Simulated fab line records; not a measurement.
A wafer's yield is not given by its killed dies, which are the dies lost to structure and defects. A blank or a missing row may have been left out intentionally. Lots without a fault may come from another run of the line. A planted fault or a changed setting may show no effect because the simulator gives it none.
Chamber matching -- flow nand-harc -- rie-diel-07 running NHARC_A_CONTACT_ETCH_91: 4 sister chambers
The step etches the open film in CH3F/O2, target depth 40 nm, time 85.7 s. 4 wafers are shown with their chamber, then 11 later ones without.

EACH WAFER AND ITS CHAMBER
wafer,chamber,showerhead-plenum-p-Torr (Torr)
L089.1,1,2.33
L089.4,3,2.48
L089.5,2,2.48
L093.1,0,2.34

WAFERS MISSING THEIR CHAMBER
wafer,showerhead-plenum-p-Torr (Torr)
L093.2,2.32
L093.3,2.48
L094.1,2.48
L094.3,2.34
L094.5,2.34
L097.1,2.32
L097.2,2.48
L097.3,2.34
L095.2,2.32
L095.4,2.48
L095.5,2.48

CHAMBER TAKEN BY EACH
wafer,from the rows above,in truth
L093.2,can't be placed: 1 or 0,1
L093.3,can't be placed: 2 or 3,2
L094.1,can't be placed: 2 or 3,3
L094.3,can't be placed: 0 or 1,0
L094.5,can't be placed: 0 or 1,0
L097.1,can't be placed: 1 or 0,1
L097.2,can't be placed: 2 or 3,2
L097.3,can't be placed: 0 or 1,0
L095.2,can't be placed: 1 or 0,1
L095.4,can't be placed: 2 or 3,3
L095.5,can't be placed: 2 or 3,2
0 of 11 placed correctly. Can't be placed from these rows: 11 (the true chamber is among the candidates in 11). Wrongly placed: 0.
How it was worked out, from the rows above alone: a wafer's distance from a chamber is the root of the sum, over the readings, of the square of ((its reading less the chamber's mean) divided by the reading's scatter). The wafer belongs to the nearest chamber; if the next one is less than 2 further off, it can't be placed. The mean given for a chamber averages the wafers shown for that chamber. The scatter: root of mean squared gap, hidden wafer to nearest shown wafer, with one shown wafer a chamber.
